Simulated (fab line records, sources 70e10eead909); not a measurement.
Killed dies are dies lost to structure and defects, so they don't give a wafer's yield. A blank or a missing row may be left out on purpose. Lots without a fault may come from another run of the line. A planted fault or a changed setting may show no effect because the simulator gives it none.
fab line records | flow nand_harc
record lots=13 wafers=39 last_day=23
route steps=1159 shown A_SGD_CUT@762 A_SLIT@787 END@1159
lots that met no fault: from a run of the same line without faults
start_h: hours from the record's first day to the start of the lot's first wafer shown | wait_h: hours since the lot's step before | " the same as in the row above | L1.1+2: a row that stands for several wafers | - no value, or no start given | * or withheld: withheld | < > ~ a bound
route shown NAME@n: a module of which the file shows steps, and the number in the route of the first | usual: mean/standard deviation of fault-free wafers | same: alike in all rows | chamber/n: place in a boat | sites: the reading at each site | _std_site: their standard deviation | _edge_site: outer sites' mean less inner sites' | radius_mm: how far each site lies from the wafer's centre | mask NAME#n: copy n | behind: the tool/chamber that last shaped the wafer | hold: why the lot was held/for how many hours/how that ended | device: the transistor (n, p or np) that didn't switch | end of line: the same wafers' tests at the end of the route | a step without rows: its recipe alone | killed: dies lost to structure and defects at the first sort, not the wafer's yield | map: a wafer's dies, x killed, . not, _ none there
set.NAME: the setting as run; set.NAME@STEP: as run at that earlier step | model.NAME: the simulator's own value behind a step, which no gauge read
steps of the route over a sample of lots; a table a step, a row a wafer
services: from which hour (start_h, from the record's first day; less than 0 if before it) a tool's chamber was out of use, for how many hours, and why
## steps
# step NHARC_A_SGD_CUT_ETCH_58
# recipe target_depth_a=390 over_etch_frac=0.3 time_s=65 ion_energy_ev=80 cf4_flow_sccm=150 ar_flow_sccm=0 rf_w=300 bias_w=100 chemistry=CF4
# usual drypump_motor_current_A=5.6/0.44 mfc_ar_sccm=0.018/0.013 oes_product_au=0.997/0.017 rf_vpp_V=151.3/1.3 showerhead_plenum_p_Torr=1.77/0.068 throttle_valve_pct=13.285/0.0088
# columns lot.wafer tool chamber start_h wait_h drypump_motor_current_A mfc_ar_sccm oes_product_au rf_hours_counter_h rf_vpp_V showerhead_plenum_p_Torr throttle_valve_pct
L162.4 rie_diel-07 3 311.68 0.1 5.6 0.027 1.017 8 152.3 1.86 13.294
L162.1 " 0 " " 6.2 0.021 1.001 7 147.8 1.67 13.284
L162.5 " 3 " " 5.6 0.027 1.012 - 154.1 1.86 13.278
L163.4 rie_diel-04 1 311.98 0.1 6.1 0 0.966 0 150.7 1.76 13.311
L163.3 " 2 " " 5.2 0.017 0.985 0 150.8 1.74 13.302
L163.2 " 3 " " 5.8 0 1.001 0 152.7 1.80 13.286
L164.2 rie_diel-07 1 317.56 0.1 6.1 0 0.981 8 150.0 1.65 13.274
L164.1 " 2 " " 5.8 0.028 0.997 9 150.4 1.75 13.280
L164.6 " 1 " " 6.1 0 0.987 - 150.0 1.65 13.279
L166.3 rie_diel-03 3 331.58 0.1 4.9 0.022 1.003 9 152.7 1.89 13.275
L166.6 " 0 " " 5.6 0.030 1.034 - 151.3 1.75 13.285
L166.5 " 2 " " 4.9 0.030 0.967 - 153.4 1.84 13.288
L168.3 rie_diel-03 2 343.48 0.1 4.9 0.030 0.977 10 151.8 1.84 13.292
L168.2 " 3 " " 4.8 0.022 1.004 11 151.7 1.89 13.279
L168.4 " 0 " " 5.6 0.030 1.037 11 152.3 1.75 13.283
L172.4 rie_diel-07 1 364.56 0.1 6.1 0 0.986 12 150.5 1.65 13.288
L172.2 " 3 " " 5.6 0.027 1.018 13 154.0 1.86 13.293
L172.1 " 0 " " 6.2 0.021 0.999 13 149.0 1.67 13.278
L171.3 rie_diel-03 2 364.84 0.1 4.9 0.030 0.990 13 153.7 1.84 13.281
L171.2 " 3 " " 4.8 0.022 0.999 13 152.7 1.89 13.280
L171.4 " 1 " " 5.5 0 1.006 - 151.5 1.75 13.286
L175.1 rie_diel-04 0 379.50 0.1 5.6 0.036 1.027 3 152.7 1.76 13.273
L175.4 " 1 " " 6.1 0 0.980 5 151.1 1.75 13.286
L175.6 " 1 " " 6.1 0 0.979 - 151.5 1.75 13.288
L173.3 rie_diel-07 3 379.85 0.1 5.6 0.027 1.016 15 151.4 1.86 13.272
L173.2 " 0 " " 6.2 0.021 1.010 15 149.5 1.67 13.283
L173.1 " 1 " " 6.1 0 0.980 15 150.3 1.65 13.286
L174.1 rie_diel-03 1 381.50 0.1 5.4 0 1.014 14 149.8 1.75 13.279
L174.3 " 2 " " 4.9 0.030 0.981 15 149.7 1.84 13.276
L174.6 " 1 " " 5.5 0 1.010 - 149.9 1.75 13.273
L181.2 rie_diel-04 0 425.38 0.1 5.6 0.036 1.013 7 152.1 1.76 13.291
L181.3 " 2 " " 5.2 0.017 0.981 8 149.3 1.73 13.283
L181.4 " 3 " " 5.8 0 1.011 8 150.2 1.80 13.270
L185.2 rie_diel-04 1 439.22 0.1 6.1 0 0.977 10 150.5 1.75 13.287
L185.4 " 2 " " 5.2 0.017 0.990 10 151.4 1.73 13.291
L185.5 " 0 " " 5.6 0.036 1.011 - 150.6 1.75 13.290
L184.3 rie_diel-07 1 439.60 0.1 6.1 0 0.989 4 150.3 1.65 13.289
L184.4 " 2 " " 5.8 0.028 0.989 4 149.7 1.75 13.289
L184.6 " 1 " " 6.2 0 0.988 - 149.3 1.65 13.271
# step NHARC_A_SGD_CUT_CMP_21
# recipe target_thk_nm=148.19
# usual motor_current_A=12.0/1.4 time_to_endpoint_s=49/3.5
# columns lot.wafer tool chamber start_h wait_h motor_current_A time_to_endpoint_s
L163.2 cmp-02 1 317.59 0.4 12.7 53
L163.4 " 2 " " 10.0 52
L163.3 " 0 " " 12.9 50
L162.4 cmp-01 0 317.61 0.4 9.9 46
L162.1 " 1 " " 13.7 50
L162.5 " 3 " " 8.8 47
L164.2 cmp-01 1 322.85 0.4 14.8 49
L164.1 " 2 " " 12.9 56
L164.6 " 1 " " 14.8 50
L166.3 cmp-01 0 337.96 0.4 10.2 49
L166.5 " 0 " " 9.9 48
L166.6 " 1 " " 13.5 47
L168.4 cmp-03 0 348.52 0.4 13.4 45
L168.2 " 1 " " 12.4 44
L168.3 " 2 " " 12.0 48
L171.2 cmp-02 0 370.16 0.4 11.6 49
L171.4 " 1 " " 13.0 49
L171.3 " 2 " " 9.6 47
L172.2 cmp-03 3 370.16 0.4 11.9 47
L172.1 " 0 " " 13.1 47
L172.4 " 2 " " 11.5 49
L173.1 cmp-02 3 384.90 0.4 12.0 44
L173.3 " 0 " " 12.7 51
L173.2 " 1 " " 13.4 52
L175.4 cmp-03 2 384.92 0.4 11.4 48
L175.1 " 3 " " 11.8 47
L175.6 " 1 " " 12.6 43
L174.1 cmp-01 0 385.04 0.5 9.9 53
L174.3 " 2 " " 12.8 59
L174.6 " 0 " " 9.8 49
L181.4 cmp-02 0 432.04 0.4 12.1 53
L181.2 " 1 " " 12.6 54
L181.3 " 2 " " 9.8 50
L184.4 cmp-01 0 444.30 0.4 9.6 51
L184.3 " 2 " " 13.1 56
L184.6 " 0 " " 10.1 48
L185.4 cmp-02 0 444.33 0.4 11.8 53
L185.2 " 2 " " 9.9 51
L185.5 " 3 " " 12.4 46
# step NHARC_A_SLIT_EXPOSE_06
# recipe na=1.35 dose_mj=60.82 mask_id=SLIT
# usual exposure_dose_mJ_cm2=60.78/0.063
# columns lot.wafer tool chamber start_h wait_h mask exposure_dose_mJ_cm2
L162.1 arfi_scanner-01 0 321.22 - SLIT#0 60.67
L162.4 " 0 " " SLIT#0 60.74
L162.5 " 0 " " SLIT#0 60.70
L163.2 arfi_scanner-02 0 321.38 - SLIT#0 60.77
L163.3 " 0 " " SLIT#0 60.69
L163.4 " 0 " " SLIT#0 60.75
L164.1 arfi_scanner-03 0 327.14 - SLIT#0 60.69
L164.2 " 0 " " SLIT#0 60.80
L164.6 " 0 " " SLIT#0 60.73
L166.3 arfi_scanner-03 0 341.85 - SLIT#0 60.88
L166.5 " 0 " " SLIT#0 60.90
L166.6 " 0 " " SLIT#0 60.88
L168.2 arfi_scanner-03 0 352.91 - SLIT#0 60.70
L168.3 " 0 " " SLIT#0 60.70
L168.4 " 0 " " SLIT#0 60.73
L171.2 arfi_scanner-01 0 375.56 - SLIT#0 60.79
L171.3 " 0 " " SLIT#0 60.79
L171.4 " 0 " " SLIT#0 60.84
L172.1 arfi_scanner-01 0 376.20 - SLIT#0 60.76
L172.2 " 0 " " SLIT#0 60.78
L172.4 " 0 " " SLIT#0 60.69
L173.1 arfi_scanner-01 0 388.54 - SLIT#0 60.78
L173.2 " 0 " " SLIT#0 60.77
L173.3 " 0 " " SLIT#0 60.82
L175.1 arfi_scanner-01 0 389.85 - SLIT#0 62.65
L175.4 " 0 " " SLIT#0 62.61
L175.6 " 0 " " SLIT#0 62.58
L174.1 arfi_scanner-02 0 390.09 - SLIT#0 60.80
L174.3 " 0 " " SLIT#0 60.87
L174.6 " 0 " " SLIT#0 60.72
L181.2 arfi_scanner-01 0 435.69 - SLIT#0 62.19
L181.3 " 0 " " SLIT#0 62.17
L181.4 " 0 " " SLIT#0 62.18
L185.2 arfi_scanner-03 0 447.97 - SLIT#0 60.73
L185.4 " 0 " " SLIT#0 60.88
L185.5 " 0 " " SLIT#0 60.75
L184.3 arfi_scanner-03 0 448.93 - SLIT#0 60.80
L184.4 " 0 " " SLIT#0 60.81
L184.6 " 0 " " SLIT#0 60.70
# step NHARC_A_SLIT_CD_MEAS_21
# usual cd_nm=290.1/1.1
# columns lot.wafer tool chamber start_h wait_h cd_nm
L162.1 cd_sem-01 - 324.96 - 289.5
L162.4 " - " " 290.6
L162.5 " - " " 289.8
L163.2 cd_sem-02 - 325.10 - 289.7
L163.3 " - " " 292.2
L163.4 " - " " 289.9
L164.1 cd_sem-03 - 333.09 - 288.8
L164.2 " - " " 290.8
L164.6 " - " " 292.0
L166.3 cd_sem-03 - 348.29 - 289.4
L166.5 " - " " 290.7
L166.6 " - " " 290.0
L168.2 cd_sem-02 - 356.64 - 290.6
L168.3 " - " " 289.3
L168.4 " - " " 288.8
L171.2 cd_sem-02 - 379.28 - 290.5
L171.3 " - " " 289.0
L171.4 " - " " 291.0
L172.1 cd_sem-01 - 380.97 - 289.3
L172.2 " - " " 289.6
L172.4 " - " " 289.6
L173.1 cd_sem-02 - 394.44 - 290.0
L173.2 " - " " 291.2
L173.3 " - " " 291.9
L175.1 cd_sem-02 - 395.63 - 291.3
L175.4 " - " " 291.6
L175.6 " - " " 291.3
L174.1 cd_sem-01 - 396.23 - 289.9
L174.3 " - " " 289.6
L174.6 " - " " 289.6
L181.2 cd_sem-01 - 440.62 - 291.0
L181.3 " - " " 289.8
L181.4 " - " " 289.5
L185.2 cd_sem-01 - 451.69 - 290.1
L185.4 " - " " 288.8
L185.5 " - " " 288.2
L184.3 cd_sem-03 - 453.39 - 290.4
L184.4 " - " " 290.2
L184.6 " - " " 290.9
# step NHARC_END_SORT_01
# recipe temp_c=25
# usual killed_at_array=27/9.9 killed_at_other=0.5/0.76 killed_at_periphery=3.4/2.2 killed_dies=31/10 killed_open=3.3/2 killed_short=2.0/1.5
# same gross_dies=677
# columns lot.wafer tool chamber start_h wait_h killed_at_array killed_at_other killed_at_periphery killed_dies killed_open killed_short
L166.3 prober-01 0 468.81 3.1 31 0 3 34 7 5
L166.5 prober-01 0 470.41 3.7 20 0 2 22 4 2
L166.6 prober-01 0 471.21 4.0 19 0 0 19 4 2
# killed by level:class
L166.3 A_SLIT:chamber_film_flake=9 A_CHANNEL_HOLE_D1:chamber_film_flake=7 A_ONON_D1:geometric_particle:open=3 A_CONTACT:geometric_particle:open=2 A_CONTACT:geometric_particle:short=2 P_GATE:geometric_particle:open=1 P_M0:geometric_particle:open=1 A_CHANNEL_HOLE_D1:geometric_particle:short=1
L166.5 A_SLIT:chamber_film_flake=8 A_STAIRCASE:chamber_film_flake=3 A_WL_FILL:geometric_particle:open=2 P_M0:geometric_particle:open=1 A_ONON_D1:geometric_particle:short=1 A_CHANNEL_FILL_D1:geometric_particle:open=1 A_WL_FILL:geometric_particle:short=1 P_STI:chamber_film_flake=1
L166.6 A_CHANNEL_HOLE_D1:chamber_film_flake=5 A_SLIT:chamber_film_flake=4 A_WL_FILL:geometric_particle:short=2 A_CONTACT:geometric_particle:open=2 A_WL_FILL:chamber_film_flake=2 A_ONON_D1:geometric_particle:open=1 A_SGD_CUT:geometric_particle:open=1 A_STAIRCASE:chamber_film_flake=1
## services
# columns tool chamber start_h hours kind
rie_diel-04 - 288.90 9.0 pm
rie_diel-03 2 291.78 4.4 repair
rie_diel-03 - 292.47 2.1 repair
arfi_scanner-03 - 312.00 4.0 pm
arfi_scanner-01 - 313.42 3.7 repair
cmp-02 - 324.59 4.0 pm
cmp-03 - 326.27 0.4 repair
rie_diel-03 1 328.69 3.5 repair
arfi_scanner-01 - 334.88 1.2 repair
cmp-02 - 337.76 0.3 repair
cmp-01 - 339.58 0.8 repair
rie_diel-04 1 343.91 4.4 repair
rie_diel-04 0 348.26 18.2 repair
rie_diel-03 0 358.74 14.8 repair
arfi_scanner-01 - 368.99 4.0 pm
cmp-01 - 375.63 4.0 pm
rie_diel-03 - 377.83 2.6 repair
arfi_scanner-01 - 392.24 1.9 repair
rie_diel-03 - 392.56 9.0 pm
rie_diel-07 - 405.20 9.0 pm
cmp-02 - 405.59 0.5 repair
cmp-01 - 418.50 0.6 repair
cmp-02 - 422.62 4.0 pm
rie_diel-03 0 441.54 11.7 repair
## key
first_sign step=NHARC_A_SLIT_EXPOSE_06 reading=exposure_dose_mJ_cm2 direction=up sigmas=25 usual=60.78 struck=62.40
effect none on later readings
met_at NHARC_A_SLIT_EXPOSE_06
struck_lots L175,L181
tester_left_out L175,L181
loop_trim step=NHARC_A_SLIT_EXPOSE_06 setting=dose lots=L181
not_acting_at NHARC_A_SGD_CUT_ETCH_58,NHARC_A_SGD_CUT_CMP_21,NHARC_A_SLIT_CD_MEAS_21
onset_between 388.54 389.85
fault kind=process_parameter_drift tool=arfi_scanner-01 chamber=- onset_h=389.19 steps=NHARC_A_SLIT_EXPOSE_06 channel=dose_mj offset=1.8577 shape=step acts_in=these_recipes_only stated=60.82
# tester_left_out: of these lots the tester's yield and bins aren't shown, on N5 and GAA mostly nor the transistor test; their killed dies are dies lost to structure and defects alone, not to doping, threshold or leakage, so they don't give the yield
# loop_trim: a control loop set the setting to another value than it would have without faults
